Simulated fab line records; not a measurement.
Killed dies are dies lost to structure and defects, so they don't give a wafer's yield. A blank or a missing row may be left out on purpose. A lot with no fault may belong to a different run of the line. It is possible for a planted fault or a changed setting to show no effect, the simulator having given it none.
Chamber matching	flow n5_finfet	N5_MOL_CONTACT_COAG_ETCH_15 on rie_diel-03: 4 sister chambers
The step etches SiNx in CH3F/O2, stops on Si:P, target depth 7 nm. 4 wafers are shown with their chamber, then 7 later ones without.

== WAFERS PAIRED WITH THEIR CHAMBERS ==
wafer	chamber	drypump_motor_current_A (A)
L086.3	0	5.3
L088.5	2	6.2
L089.1	1	5.8
L089.4	3	5.2

== WAFERS WITHOUT THEIR CHAMBER ==
wafer	drypump_motor_current_A (A)
L089.6	5.7
L091.1	5.1
L091.2	5.8
L091.4	5.1
L093.2	5.1
L093.4	6.2
L093.6	5.8

== CHAMBER TAKEN BY EACH ==
wafer	from the rows above	in truth
L089.6	1	1
L091.1	can't be placed: 3 or 0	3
L091.2	1	1
L091.4	can't be placed: 3 or 0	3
L093.2	can't be placed: 3 or 0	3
L093.4	2	2
L093.6	1	1
Placed correctly: 4 of 7. From these rows, 3 cannot be placed; in 3 the true chamber is one of the candidates. Placed wrongly: 0.
How it was worked out, from the rows above alone: a wafer's distance from a chamber is the root of the sum, over the readings, of the square of ((its reading less the chamber's mean) divided by the reading's scatter). If the next closest chamber is less than 2 further off than the closest, the wafer can't be placed; otherwise it belongs to the closest. A chamber's mean is the mean of its shown wafers. The scatter: with one shown wafer a chamber, the root of the mean of the squares of how far each hidden wafer lies from its nearest shown one.
